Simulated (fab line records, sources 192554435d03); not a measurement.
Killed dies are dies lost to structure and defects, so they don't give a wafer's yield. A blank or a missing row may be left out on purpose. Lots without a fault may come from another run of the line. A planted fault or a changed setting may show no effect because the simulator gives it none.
Chamber matching | flow n5_finfet | N5_BEOL_M0_SAQP_PECVD_04 on pecvd-03: 3 sister chambers
The step deposits a-Si from SiH4/He, target thk 60 nm, time 60.2 s. 3 wafers are shown with their chamber, then 10 later ones without.

WAFERS WITH THEIR CHAMBER
wafer  | chamber | throttle_valve_pct (%)
L084.6 | 0       | 16.0
L085.5 | 1       | 18.3
L086.5 | 2       | 18.2

WAFERS WITHOUT THEIR CHAMBER
wafer  | throttle_valve_pct (%)
L086.6 | 16.2
L091.1 | 16.2
L091.5 | 18.3
L091.6 | 16.2
L094.2 | 16.3
L094.4 | 18.6
L094.6 | 16.3
L096.2 | 18.2
L096.4 | 18.4
L096.6 | 18.5

WHICH CHAMBER EACH WENT THROUGH
wafer  | from the rows above     | in truth
L086.6 | 0                       | 0
L091.1 | 0                       | 0
L091.5 | can't be placed: 1 or 2 | 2
L091.6 | 0                       | 0
L094.2 | 0                       | 0
L094.4 | can't be placed: 1 or 2 | 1
L094.6 | 0                       | 0
L096.2 | can't be placed: 2 or 1 | 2
L096.4 | can't be placed: 1 or 2 | 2
L096.6 | can't be placed: 1 or 2 | 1
Placed correctly: 5 of 10. Can't be placed from these rows: 5 (the true chamber is among the candidates in 5). Placed wrongly: 0.
How it was worked out, from the rows above alone: a wafer's distance from a chamber is the root of the sum, over the readings, of the square of ((its reading less the chamber's mean) divided by the reading's scatter). The wafer belongs to the nearest chamber; if the next one is less than 2 further off, it can't be placed. A chamber's mean is the mean of its shown wafers. The scatter: with one shown wafer a chamber, the root of the mean of the squares of how far each hidden wafer lies from its nearest shown one.
